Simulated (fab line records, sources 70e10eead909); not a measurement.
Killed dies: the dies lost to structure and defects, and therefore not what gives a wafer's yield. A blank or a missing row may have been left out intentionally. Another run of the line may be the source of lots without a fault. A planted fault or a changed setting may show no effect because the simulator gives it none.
Comparing a struck lot with a sound one	flow nand harc	15 out of 1302 route steps
Sound: wafers L533.4, L533.5, L533.6. Struck: wafer L528.4; the same lot's L528.6 was not struck, so it is left out; see the end for the cause.
At each step with rows: each side's tool, then ch and its chambers, then its first start. Under that, the readings that differ: sound wafers	struck wafers	difference of the means	sigmas: that difference in standard deviations of wafers without a fault.
alike: readings with means less than 2 such deviations apart, plus words and numbers identical on both sides. not compared: withheld readings, readings lacking a value on some wafer, bounds such as >300 that could conceal the same value, and numbers that have no deviation in the record and whose values overlap.
A row with sigmas, a row that says differs or no value, or rows on one side alone: a step with any of these is where the two part. When numbers do not overlap yet have no deviation, they are printed without sigmas and do not part them. A reading that every wafer of one side lacks parts them only if that side has two wafers or more.

first, 1 step without rows for these wafers: NHARC_A_ONON_D1_DEP_03 (target thk 1000 nm).
NHARC_A_ONON_D1_THK_MEAS_05: measures by ellipsometry.
  sound on film metro-01 at day 16 21:44; struck on film metro-02 at day 14 16:46
  alike: thk nm
next comes 1 step that has no rows for these wafers: NHARC_A_ONON_D1_DEP_06 (target thickness 1000 nm).
NHARC_A_ONON_D1_THK_MEAS_08: measures by ellipsometry.
  sound on film metro-01 at day 16 22:18; struck on film metro-02 at day 14 17:20
  alike: thk nm
next comes 1 step that has no rows for these wafers: NHARC_A_ONON_D1_DEP_09 (target thickness 1000 nm).
NHARC_A_ONON_D1_THK_MEAS_11: measures by ellipsometry.
  sound on film metro-01 at day 16 22:52; struck on film metro-02 at day 14 17:55
  alike: thk nm
next comes 1 step that has no rows for these wafers: NHARC_A_ONON_D1_DEP_12 (target thickness 1000 nm).
NHARC_A_ONON_D1_THK_MEAS_14: measures by ellipsometry.
  sound on film metro-01 at day 16 23:26; struck on film metro-01 at day 14 18:29
reading	sound	struck	difference	sigmas
thk nm (nm)	998 998 1000	972	-27	-2
then, 2 steps without rows for these wafers: NHARC_A_ONON_D1_ANNEAL_15 (time 3600 s); NHARC_A_ONON_D1_DEP_16 (target thk 1000 nm).
NHARC_A_ONON_D1_THK_MEAS_18: measures by ellipsometry.
  sound on film metro-01 at day 17 09:20; struck on film metro-01 at day 15 04:19
  alike: thk nm
NHARC_A_ONON_D1_DEP_19: target thk 1000 nm.
  sound on pecvd onon-01 ch 0, day 17 09:34; struck on pecvd onon-02 ch 0, day 15 04:33
  alike: sih4 flow sccm
NHARC_A_ONON_D1_THK_MEAS_21: measures by ellipsometry.
  sound on film metro-01 at day 17 09:54; struck on film metro-01 at day 15 04:55
reading	sound	struck	difference	sigmas
thk nm (nm)	988 989 987	783	-205	-30
next comes 1 step that has no rows for these wafers: NHARC_A_ONON_D1_DEP_22 (target thickness 1000 nm).
-- break in the record here, with 16 days between the starts of the struck wafers on either side (left off in module A_ONON_D1, picked up again in module END, where the first step shown is number 1302 on the route) --
NHARC_END_SORT_01:
  the record has rows for the struck wafers here (prober-01 ch 0, day 30 20:40) and none for the sound ones

## WHERE THEY PART
Last at NHARC_END_SORT_01 as far as this record goes, first at NHARC_A_ONON_D1_THK_MEAS_14.

WHY: what had been put in by the simulator
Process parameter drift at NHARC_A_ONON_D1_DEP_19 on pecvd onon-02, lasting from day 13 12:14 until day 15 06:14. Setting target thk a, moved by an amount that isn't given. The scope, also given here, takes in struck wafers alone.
